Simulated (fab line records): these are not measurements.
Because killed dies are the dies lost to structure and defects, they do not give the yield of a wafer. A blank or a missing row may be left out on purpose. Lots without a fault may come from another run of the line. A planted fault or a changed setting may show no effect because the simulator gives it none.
Which tool did it? ; flow nand-harc ; Sampling: 11 lots, 33 wafers, 6 of 1302 route steps

== WHAT THE GAUGES SHOWED, per wafer ==
NHARC_A_STAIRCASE_INSPECT_155. Usual: raw-defect-count reads 434 (standard deviation 100).
lot;measured;on;raw-defect-count;flag
L552;day 18 17:19;defect-inspect-01;407 383 323;
L553;day 19 19:38;defect-inspect-01;275 481 349;
L557;day 20 14:41;defect-inspect-02;394 328 346;
L559;day 21 14:50;defect-inspect-01;382 297 351;
L558;day 22 06:54;defect-inspect-01;583 347 354;
L560;day 22 22:19;defect-inspect-01;423 379 450;
L565;day 24 03:14;defect-inspect-02;380 457 441;
L563;day 24 03:19;defect-inspect-01;505 492 408;
L569;day 25 13:37;defect-inspect-01;350 384 480;
L574;day 28 18:59;defect-inspect-01;487 342 428;
L575;day 29 13:43;defect-inspect-01;546 545 270;

NHARC_A_SGD_CUT_THK_MEAS_22: measures by ellipsometry. Usual: thk-nm reads 148.2 nm (standard deviation 1.4).
lot;measured;on;thk-nm (nm);flag
L552;day 18 23:58;film-metro-01;148.1 149.2 149.2;
L553;day 20 04:49;film-metro-02;146.5 150.1 147.4;
L557;day 20 19:28;film-metro-02;147.7 148.9 148.0;
L559;day 21 21:50;film-metro-01;147.8 149.4 148.1;
L558;day 22 14:02;film-metro-02;146.5 147.2 149.7;
L560;day 23 06:47;film-metro-02;147.8 149.1 149.1;
L565;day 24 10:06;film-metro-01;95.0 148.9 150.2;OFF
L563;day 24 10:06;film-metro-02;147.5 95.0 96.4;OFF
L569;day 25 20:45;film-metro-02;148.9 149.0 147.7;
L574;day 29 02:11;film-metro-01;146.5 147.2 148.2;
L575;day 29 20:38;film-metro-02;148.4 148.8 147.3;

== WHICH TOOL RAN EACH LOT (tool, then ch and the chambers of the sampled wafers, then the start) ==
lot;NHARC_A_SGD_CUT_ETCH_15;NHARC_A_SGD_CUT_STRIP_17;NHARC_A_SGD_CUT_DEP_20;NHARC_A_SGD_CUT_CMP_21
L552;rie-diel-08 ch 1,2,3, day 18 19:25 or earlier;rie-diel-08 ch 0,1,3, day 18 19:25 or earlier;fcvd-02 ch 0, day 18 19:25;cmp-01 ch 0,2,3, day 18 23:44
L553;rie-diel-05 ch 2,3, day 19 21:44 or earlier;rie-diel-05 ch 1,2, day 19 21:44 or earlier;fcvd-01 ch 0,1, day 19 21:44;cmp-01 ch 0,1,3, day 20 04:35
L557;rie-diel-09 ch 0,3, day 20 16:38 or earlier;rie-diel-09 ch 1,2, day 20 16:38 or earlier;fcvd-02 ch 0,1, day 20 16:38;cmp-02 ch 0,1,2, day 20 19:15
L559;rie-diel-05 ch 1,2,3, day 21 16:57 or earlier;rie-diel-05 ch 0,1,3, day 21 16:57 or earlier;fcvd-01 ch 0,1, day 21 16:57;cmp-01 ch 0,1,3, day 21 21:34
L558;rie-diel-09 ch 0,1,2, day 22 09:01 or earlier;rie-diel-09 ch 0,1,2, day 22 09:01 or earlier;fcvd-01 ch 0,1, day 22 09:01;cmp-02 ch 0,1,2, day 22 13:48
L560;rie-diel-09 ch 0,1,3, day 23 00:26 or earlier;rie-diel-09 ch 0,2, day 23 00:26 or earlier;fcvd-02 ch 0,1, day 23 00:26;cmp-02 ch 0,2,3, day 23 06:34
L565;rie-diel-05 ch 0,1,2, day 24 05:12 or earlier;rie-diel-05 ch 1,2,3, day 24 05:12 or earlier;fcvd-02 ch 0,1, day 24 05:12;cmp-03 ch 0,2,3, day 24 09:50
L563;rie-diel-09 ch 1,3, day 24 05:30 or earlier;rie-diel-09 ch 1,2,3, day 24 05:30 or earlier;fcvd-02 ch 0,1, day 24 05:30;cmp-02 ch 0,1, day 24 09:50
L569;rie-diel-08 ch 1,3, day 25 15:43 or earlier;rie-diel-08 ch 0,1,2, day 25 15:43 or earlier;fcvd-01 ch 0,1, day 25 15:43;cmp-03 ch 0,2,3, day 25 20:32
L574;rie-diel-05 ch 1,2,3, day 28 21:13 or earlier;rie-diel-05 ch 0,2,3, day 28 21:13 or earlier;fcvd-02 ch 0,1, day 28 21:13;cmp-02 ch 0,3, day 29 01:56
L575;rie-diel-08 ch 1,2,3, day 29 15:49 or earlier;rie-diel-08 ch 0,1,3, day 29 15:49 or earlier;fcvd-01 ch 0,1, day 29 15:49;cmp-01 ch 0,1,2, day 29 20:24
- NHARC_A_SGD_CUT_ETCH_15: etches the open film in CH3F/O2, target depth 75 nm, time 64.3 s.
- NHARC_A_SGD_CUT_STRIP_17: strips in O2.
- NHARC_A_SGD_CUT_DEP_20: deposits SiO2, target thk 150 nm.
- NHARC_A_SGD_CUT_CMP_21: polishes, target thk 148.19 nm.

== AS READ BY THE TOOLS THEMSELVES (means over the sampled wafers that have a number; for cases with no such wafer, the mark the record gives instead) ==
NHARC_A_SGD_CUT_ETCH_15. Usual: drypump-motor-current-A 5.5 A, standard deviation 0.31; oes-product-au 0.957 a.u., standard deviation 0.02; rf-vpp-V 263.1 V, standard deviation 1.7; showerhead-plenum-p-Torr 2.41 Torr, standard deviation 0.11; throttle-valve-pct 20.662 %, standard deviation 0.0087.
lot;tool;drypump-motor-current-A (A);oes-product-au (a.u.);rf-vpp-V (V);showerhead-plenum-p-Torr (Torr);throttle-valve-pct (%);flag
L552;rie-diel-08;5.5;0.938;265.1;2.48;20.658;
L553;rie-diel-05;5.5;0.972;264.0;2.44;20.666;
L557;rie-diel-09;5.7;0.986;263.2;2.40;20.658;
L559;rie-diel-05;5.4;0.950;264.2;2.40;20.668;
L558;rie-diel-09;5.5;0.961;261.4;2.36;20.668;
L560;rie-diel-09;5.7;0.960;262.6;2.37;20.663;
L565;rie-diel-05;5.2;0.975;264.1;2.47;20.660;
L563;rie-diel-09;5.8;0.945;261.4;2.32;20.672;
L569;rie-diel-08;5.8;0.973;263.0;2.41;20.661;
L574;rie-diel-05;5.4;0.919;263.5;2.40;20.662;
L575;rie-diel-08;5.5;0.969;264.7;2.47;20.660;

NHARC_A_SGD_CUT_STRIP_17. Usual: drypump-motor-current-A 5.5 A, standard deviation 0.3; oes-product-au 0.999 a.u., standard deviation 0.0094; rf-vpp-V 57.5 V, standard deviation 0.99; showerhead-plenum-p-Torr 3.46 Torr, standard deviation 0.15; throttle-valve-pct 17.036 %, standard deviation 0.009.
lot;tool;drypump-motor-current-A (A);oes-product-au (a.u.);rf-vpp-V (V);showerhead-plenum-p-Torr (Torr);throttle-valve-pct (%);flag
L552;rie-diel-08;5.6;1.003;58.2;3.47;17.031;
L553;rie-diel-05;5.5;1.007;57.8;3.48;17.035;
L557;rie-diel-09;5.5;0.996;56.5;3.35;17.034;
L559;rie-diel-05;5.2;1.011;58.1;3.51;17.041;
L558;rie-diel-09;5.5;0.994;56.4;3.39;17.041;
L560;rie-diel-09;5.6;0.981;57.8;3.44;17.042;
L565;rie-diel-05;5.4;0.996;57.2;3.45;17.038;
L563;rie-diel-09;5.7;0.991;57.4;3.33;17.039;
L569;rie-diel-08;5.4;1.004;57.3;3.42;17.034;
L574;rie-diel-05;5.3;0.995;57.3;3.59;17.041;
L575;rie-diel-08;5.6;1.005;58.0;3.46;17.031;

NHARC_A_SGD_CUT_CMP_21. Usual: edge-zone-pressure-frac 1.000, standard deviation 0.0055; motor-current-A 12.7 A, standard deviation 1.2; retaining-ring-pressure-frac 1.000, standard deviation 0.0047; time-to-endpoint-s 50.2 s, standard deviation 2.4.
lot;tool;edge-zone-pressure-frac;motor-current-A (A);retaining-ring-pressure-frac;time-to-endpoint-s (s);flag
L552;cmp-01;1.004;12.6;1.001;51.7;
L553;cmp-01;1.002;13.6;1.000;46.5;
L557;cmp-02;1.004;12.8;0.997;51.2;
L559;cmp-01;0.997;13.0;1.000;52.8;
L558;cmp-02;1.003;12.8;1.001;47.4;
L560;cmp-02;0.995;12.9;1.002;49.4;
L565;cmp-03;0.998;12.7;0.999;44.6;
L563;cmp-02;1.005;11.7;1.002;36.7;OFF
L569;cmp-03;0.999;11.7;0.998;50.3;
L574;cmp-02;1.001;12.0;0.997;50.3;
L575;cmp-01;1.004;11.8;1.000;51.5;

== THE ANSWER, worked out from the rows above alone ==
Rule: a lot counts as off when the mean over its wafers that have a number is more than 3 standard deviations away from the usual mean. Also off: a lot with no number at a reading for which 4 or more lots have one. Where the step has rows for the other lots, those lots are counted as sound. The gauges are gone through in route order, then the tools' own readings, and for those a lot's mean is taken as printed above. At the first step where some lot is off, the reading lying furthest off is the one used; lots without a number count as furthest.
Off: L565, L563, at NHARC_A_SGD_CUT_THK_MEAS_22 (thk-nm).
If a tool, at a process step before that reading, ran all the lots that are off and no sound lot after the first of them, it fits. Gauges at NHARC_A_SGD_CUT_THK_MEAS_22: tried the same way as those tools. NHARC_A_SGD_CUT_ETCH_15: start missing for some lots; hours and lot order therefore follow NHARC_A_SGD_CUT_DEP_20. NHARC_A_SGD_CUT_STRIP_17: start missing for some lots; hours and lot order therefore follow NHARC_A_SGD_CUT_DEP_20. Not one of the candidates tried fits.

== WHAT WAS PUT IN BY THE SIMULATOR ==
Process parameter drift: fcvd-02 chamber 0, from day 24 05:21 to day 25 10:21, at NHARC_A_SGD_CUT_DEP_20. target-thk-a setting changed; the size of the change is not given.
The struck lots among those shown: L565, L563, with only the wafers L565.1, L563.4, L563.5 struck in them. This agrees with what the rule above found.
